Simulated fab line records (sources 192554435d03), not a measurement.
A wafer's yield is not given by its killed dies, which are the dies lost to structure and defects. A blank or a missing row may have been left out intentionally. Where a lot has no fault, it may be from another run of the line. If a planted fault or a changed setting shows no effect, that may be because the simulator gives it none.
Tool commonality check | flow n5_finfet | Sampled: 9 lots, 27 wafers

## WHY IT WAS OPENED
N5_BEOL_M1_OVL_MEAS_12, reading M1_OVL: flagged on 2 of 9 lots. Fault-free wafers read 0.0 nm, with a standard deviation of 0.77.
Rule: a lot is flagged in two cases, either no wafer of it has a number, or all its wafers with numbers fall more than 4 standard deviations from that mean. All remaining lots are regarded as sound.

lot  | measured     | on         | M1_OVL (nm), wafer by wafer | flag
L273 | day 6 11:11  | overlay-02 | 0.1 0.7 -0.9                |
L274 | day 6 21:05  | overlay-01 | -0.8 -0.2 -0.3              |
L275 | day 7 00:43  | overlay-01 | -0.6 -0.7 -0.7              |
L279 | day 8 02:41  | overlay-01 | 1.2 0.8 1.1                 |
L284 | day 9 11:05  | overlay-02 | 0.3 0.3 0.3                 |
L288 | day 10 04:10 | overlay-01 | -1.2 -0.7 -0.9              |
L290 | day 10 17:20 | overlay-02 | 5.9 5.2 7.6                 | FLAGGED
L291 | day 10 18:04 | overlay-01 | 5.9 4.5 5.3                 | FLAGGED
L292 | day 11 06:38 | overlay-01 | 1.0 0.1 0.6                 |
Average over the flagged lots: 5.7 nm; offset from the usual +5.7 nm, equal to +7 standard deviations.

## EACH LOT AND THE TOOL IT RAN ON
Before the reading, the record contains 2 process steps out of a 1938-step route. Read each cell as the tool, then ch plus the chambers that the sampled wafers visited, then the start.
lot  | flag    | N5_BEOL_M1_PECVD_72             | N5_BEOL_M1_EXPOSE_08
L273 |         | pecvd-03 ch 1,2, day 6 10:19    | euv_scanner-02 ch 0, day 6 11:01
L274 |         | pecvd-02 ch 0,1,2, day 6 19:49  | euv_scanner-02 ch 0, day 6 20:56
L275 |         | pecvd-03 ch 1,2, day 6 23:11    | euv_scanner-02 ch 0, day 7 00:34
L279 |         | pecvd-02 ch 0,1, day 7 23:09    | euv_scanner-01 ch 0, day 8 02:32
L284 |         | pecvd-04 ch 0,1,2, day 9 10:10  | euv_scanner-02 ch 0, day 9 10:56
L288 |         | pecvd-03 ch 0,1, day 10 02:29   | euv_scanner-02 ch 0, day 10 04:01
L290 | FLAGGED | pecvd-04 ch 0,2, day 10 15:29   | euv_scanner-02 ch 0, day 10 17:10
L291 | FLAGGED | pecvd-02 ch 0,1, day 10 17:23   | euv_scanner-02 ch 0, day 10 17:55
L292 |         | pecvd-03 ch 0,1,2, day 11 05:33 | euv_scanner-01 ch 0, day 11 06:29
These steps, and what they do:
- N5_BEOL_M1_PECVD_72: deposits SiO2 from TEOS/O2, target thk 16 nm, time 18 s.
- N5_BEOL_M1_EXPOSE_08: exposes mask M1.
- N5_BEOL_M1_OVL_MEAS_12

## FLAGGED OVER TOTAL, TOOL BY TOOL (the gauges that took the reading come last)
step                   | tool           | lots run | flagged | share of the flagged lots | sound lots run after its first flagged lot
N5_BEOL_M1_PECVD_72    | pecvd-02       | 3        | 1       | some                      | 0
N5_BEOL_M1_PECVD_72    | pecvd-03       | 4        | 0       | none                      | -
N5_BEOL_M1_PECVD_72    | pecvd-04       | 2        | 1       | some                      | 0
N5_BEOL_M1_EXPOSE_08   | euv_scanner-01 | 2        | 0       | none                      | -
N5_BEOL_M1_EXPOSE_08   | euv_scanner-02 | 7        | 2       | all                       | 0
N5_BEOL_M1_OVL_MEAS_12 | overlay-01     | 6        | 1       | some                      | 1 (L292)
N5_BEOL_M1_OVL_MEAS_12 | overlay-02     | 3        | 1       | some                      | 0

## WHAT IS ALLOWED BY THE TABLE
In the table, 1 row covers all flagged lots: euv_scanner-02 at N5_BEOL_M1_EXPOSE_08.
- euv_scanner-02 at N5_BEOL_M1_EXPOSE_08 ran 7 lots, 2 of them flagged. It ran its last sound lot, L288, at day 10 04:01 and its first flagged lot, L290, at day 10 17:10: a fault with its onset between the two fits.
Left over: one tool, euv_scanner-02 at N5_BEOL_M1_EXPOSE_08.

## WHAT HAD BEEN PUT IN BY THE SIMULATOR
Scanner matching overlay: euv_scanner-02, from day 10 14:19 on, at N5_BEOL_M1_EXPOSE_08. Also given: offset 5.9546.
Lots struck among those shown: L290, L291. The rule above found the same.
